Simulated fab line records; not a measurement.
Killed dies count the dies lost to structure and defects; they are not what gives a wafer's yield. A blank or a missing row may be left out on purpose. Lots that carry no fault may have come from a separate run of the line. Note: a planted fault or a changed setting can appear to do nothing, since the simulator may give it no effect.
Which tool did it?	flow nand_harc	13 lots, 39 wafers sampled, at 5 steps of a route of 1302

WHAT EACH GAUGE READ, for each wafer
NHARC_A_BONDPAD_THK_MEAS_20: measures by xrf.
lot	measured	on	thk_nm (nm)
L701	day 23 21:45	film_metro-02	172.3 170.3 170.3
L703	day 24 00:29	film_metro-01	168.0 169.3 171.5
L704	day 24 10:08	film_metro-01	168.7 167.5 165.9
L705	day 25 20:10	film_metro-01	169.7 169.1 168.5
L708	day 26 08:07	film_metro-02	168.4 169.1 168.8
L709	day 26 11:53	film_metro-01	169.9 170.1 171.5
L710	day 27 11:17	film_metro-01	172.7
L712	day 27 18:08	film_metro-01	169.4 169.9 172.2
L713	day 27 07:55	film_metro-02	167.6 169.3
L720	day 31 16:28	film_metro-01	170.0 171.4 170.7
L722	day 31 19:42	film_metro-02	166.7 168.0 168.1
L724	day 32 10:33	film_metro-02	170.2 169.7 168.7
L723	day 32 14:07	film_metro-02	169.0 171.5 170.5

NHARC_A_BONDPAD_INSPECT_23.
lot	measured	on	raw_defect_count
L701	day 23 21:59	defect_inspect-02	786 685 556
L703	day 24 00:43	defect_inspect-01	484 561 479
L704	day 24 10:20	defect_inspect-01	362 530 450
L705	day 25 20:24	defect_inspect-01	684 568 476
L708	day 26 08:20	defect_inspect-01	615 663 676
L709	day 26 12:06	defect_inspect-02	585 711 889
L710	day 27 11:31	defect_inspect-02	512
L712	day 27 18:22	defect_inspect-02	547 855 416
L713	day 27 08:08	defect_inspect-01	479 560
L720	day 31 16:40	defect_inspect-02	501 487 548
L722	day 31 19:56	defect_inspect-01	529 522 548
L724	day 32 10:45	defect_inspect-01	636 557 654
L723	day 32 14:19	defect_inspect-01	594 457 499

NHARC_END_SORT_01.
lot	measured	on	killed_at_array	killed_at_other	killed_at_periphery	killed_dies	killed_open	killed_short
L701	day 25 03:39	prober-01	78 55 72	0 0 0	2 2 6	80 57 78	3 5 5	3 2 6
L703	day 25 13:01	prober-01	45 47 44	0 0 0	3 2 0	48 49 44	2 3 1	5 2 1
L709	day 27 16:50	prober-01	60 77 62	0 0 3	4 5 3	64 82 68	1 5 2	2 3 0
L710	day 28 15:47	prober-01	618 617 43	1 1 2	2 2 5	621 620 50	4 4 6	1 1 2
L712	day 28 22:01	prober-01	17 19 21	1 1 0	2 2 6	20 22 27	1 2 2	1 2 4
L713	day 28 14:14	prober-02	66 630 54	1 2 2	3 1 3	70 633 59	3 3 3	6 3 3

WHAT TOOL EACH LOT RAN ON (gives the tool, then ch and the chambers of the sampled wafers, and finally the start)
lot	NHARC_A_CHANNEL_HOLE_D2_DEP_01	NHARC_THIN_TSV_ETCH_59
L701	pecvd-02 ch 0,1,2, day 13 10:47	rie_metal-01 ch 0,1, day 24 17:42
L703	pecvd-03 ch 1,2, day 14 05:32	rie_metal-02 ch 0,1, day 24 18:49
L704	pecvd-02 ch 0,2, day 14 12:15	rie_metal-02 ch 0,1, day 25 05:42
L705	pecvd-03 ch 0,1,2, day 15 06:53	rie_metal-02 ch 0,1, day 26 14:45
L708	pecvd-02 ch 0,1,2, day 16 04:22	rie_metal-01 ch 0,1, day 27 01:25
L709	pecvd-02 ch 1,2, day 16 07:22	rie_metal-03 ch 0,1, day 27 08:52
L710	pecvd-02 ch 0,1, day 17 01:51	rie_metal-01 ch 0, day 28 06:31
L712	pecvd-03 ch 0,1, day 17 14:00	rie_metal-01 ch 0,1, day 28 13:56
L713	pecvd-02 ch 0,1,2, day 17 14:40	rie_metal-02 ch 0, day 28 05:08
L720	pecvd-02 ch 0,2, day 20 20:39	rie_metal-01 ch 0,1, day 32 18:41
L722	pecvd-03 ch 0,1, day 22 02:32	rie_metal-03 ch 0,1, day 32 19:53
L724	pecvd-03 ch 0,1,2, day 22 12:34	rie_metal-01 ch 0,1, day 33 05:18
L723	pecvd-02 ch 0,1, day 22 13:13	rie_metal-03 ch 0,1, day 33 09:44
- NHARC_A_CHANNEL_HOLE_D2_DEP_01: deposits SiON, target thk 140 nm.
- NHARC_THIN_TSV_ETCH_59: etches the open film in Cl2/BCl3, target depth 880 nm, time 138.1 s.

WHAT THE TOOLS THEMSELVES READ (means of the sampled wafers that have a number; where no wafer has one, the mark that the record gives instead)
NHARC_A_CHANNEL_HOLE_D2_DEP_01.
lot	tool	heater_power_w (W)
L701	pecvd-02	740
L703	pecvd-03	705
L704	pecvd-02	746
L705	pecvd-03	769
L708	pecvd-02	757
L709	pecvd-02	828
L710	pecvd-02	795
L712	pecvd-03	669
L713	pecvd-02	720
L720	pecvd-02	744
L722	pecvd-03	734
L724	pecvd-03	737
L723	pecvd-02	741

NHARC_THIN_TSV_ETCH_59.
lot	tool	bias_w (W)	drypump_motor_current_A (A)	oes_product_au (a.u.)	throttle_valve_pct (%)
L701	rie_metal-01	100.33	6.01	1.001	22.263
L703	rie_metal-02	99.70	5.79	1.013	22.269
L704	rie_metal-02	99.97	5.77	1.007	22.269
L705	rie_metal-02	99.90	5.71	1.001	22.264
L708	rie_metal-01	100.15	6.01	1.005	22.264
L709	rie_metal-03	99.81	6.11	0.993	22.258
L710	rie_metal-01	100.31	6.25	0.970	22.257
L712	rie_metal-01	100.00	6.13	0.983	22.269
L713	rie_metal-02	100.22	5.84	1.004	22.267
L720	rie_metal-01	100.20	6.03	1.009	22.267
L722	rie_metal-03	100.17	6.10	0.992	22.268
L724	rie_metal-01	99.93	6.02	0.996	22.269
L723	rie_metal-03	99.89	6.12	0.984	22.256

THE ANSWER, worked out from the rows above alone
Rule: the lots themselves supply what counts as usual. Put in order of their means at a reading, lots are off if they are a third of the lots or fewer, leave a main group of 4 or more, and stand apart from it by a gap of 3 or more times the standard deviation of the main group's means; of several such gaps the widest counts. A main group is skipped when, at the precision printed for the reading in the tables above, its means are all equal. Also off: a lot with no number at a reading for which 4 or more lots have one. Any other lot the step has rows for is counted as sound. First the gauges in route order, then the tools' own readings, where a lot's mean is used as printed above. At the first step where some lot is off, the reading lying furthest off is the one used; lots without a number count as furthest.
Off: L710, L713 (NHARC_END_SORT_01, killed_at_array). For the main group the mean is 50 and the standard deviation 20. Neither off nor sound, because the step has no rows for them: L704, L705, L708, L720, L722, L724, L723.
If a tool, at a process step before that reading, ran all the lots that are off and no sound lot after the first of them, it fits. The gauges at NHARC_END_SORT_01 are tried like those tools. One fits: pecvd-02 at NHARC_A_CHANNEL_HOLE_D2_DEP_01. A fault onset in the window from L709 (day 16 07:22, its last sound lot) to L710 (day 17 01:51, its first lot off) fits.

WHAT HAD BEEN PUT IN BY THE SIMULATOR
pecvd-02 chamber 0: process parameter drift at NHARC_A_CHANNEL_HOLE_D2_DEP_01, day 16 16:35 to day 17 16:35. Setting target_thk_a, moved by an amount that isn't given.
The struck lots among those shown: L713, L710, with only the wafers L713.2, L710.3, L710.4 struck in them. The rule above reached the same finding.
